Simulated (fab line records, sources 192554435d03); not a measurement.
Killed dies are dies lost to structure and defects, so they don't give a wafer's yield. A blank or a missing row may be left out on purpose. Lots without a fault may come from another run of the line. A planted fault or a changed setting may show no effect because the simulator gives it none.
Chamber matching | flow n5_finfet | N5_BEOL_M11_CURE_71 on uv_cure-02: 3 sister chambers
The step cures SiCOH lowk, time 240 s. 22 wafers are shown with their chamber, then 11 later ones without.

WAFERS WITH THEIR CHAMBER
wafer  | chamber | wafer_temp_C_max | lamp_power_pct (%)
L074.1 | 0       | 387.2            | 52.34
L074.4 | 0       | 388.0            | 52.17
L074.6 | 0       | 387.2            | 52.28
L075.2 | 1       | 388.7            | 52.36
L075.4 | 1       | 387.8            | 52.27
L075.5 | 1       | 388.0            | 52.30
L077.1 | 2       | 386.7            | 52.30
L077.2 | 2       | 386.5            | 52.24
L077.4 | 2       | 386.5            | 52.34
L078.1 | 2       | 386.8            | 52.43
L078.2 | 2       | 386.7            | 52.34
L078.4 | 2       | 386.2            | 52.37
L080.2 | 1       | 387.3            | 52.23
L080.3 | 1       | 387.9            | 52.24
L080.4 | 1       | 387.8            | 52.36
L089.1 | 1       | 388.4            | 52.32
L089.4 | 1       | 387.5            | 52.31
L089.6 | 1       | 388.0            | 52.29
L090.1 | 2       | 387.3            | 52.34
L090.5 | 2       | 386.7            | 52.27
L090.6 | 2       | 386.9            | 52.33
L093.2 | 1       | 387.2            | 52.22

SIGNATURES (means of the wafers above)
reading          | chamber 0 | chamber 1 | chamber 2 | scatter within a chamber
wafer_temp_C_max | 387.467   | 387.860   | 386.700   | 0.403
lamp_power_pct   | 52.2633   | 52.2900   | 52.3289   | 0.0571
Rule: a wafer's distance from a chamber is the root of the sum, over the readings, of the square of ((its reading less the chamber's mean) divided by the reading's scatter). The wafer belongs to the nearest chamber; if the next one is less than 2 further off, it can't be placed. The scatter: the root of (the sum of the squares of (reading less its chamber's mean) over the shown wafers, divided by (wafers less chambers)).

WAFERS WITHOUT THEIR CHAMBER
wafer  | wafer_temp_C_max | lamp_power_pct (%)
L093.4 | 387.7            | 52.26
L093.6 | 387.6            | 52.32
L094.4 | 387.7            | 52.25
L094.5 | 387.6            | 52.32
L094.6 | 387.6            | 52.30
L076.2 | 387.3            | 52.32
L076.3 | 387.8            | 52.27
L076.5 | 387.4            | 52.31
L096.1 | 386.9            | 52.30
L096.3 | 386.3            | 52.26
L096.4 | 386.5            | 52.25

WHICH CHAMBER EACH WENT THROUGH
wafer  | from the rows above          | in truth
L093.4 | can't be placed: 0 or 1      | 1
L093.6 | can't be placed: 1 or 0 or 2 | 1
L094.4 | can't be placed: 0 or 1      | 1
L094.5 | can't be placed: 1 or 0 or 2 | 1
L094.6 | can't be placed: 1 or 0 or 2 | 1
L076.2 | can't be placed: 0 or 1 or 2 | 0
L076.3 | can't be placed: 1 or 0      | 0
L076.5 | can't be placed: 0 or 1 or 2 | 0
L096.1 | can't be placed: 2 or 0 or 1 | 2
L096.3 | can't be placed: 2 or 0      | 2
L096.4 | can't be placed: 2 or 0 or 1 | 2
Placed correctly: 0 of 11. Can't be placed from these rows: 11 (the true chamber is among the candidates in 11). Placed wrongly: 0.
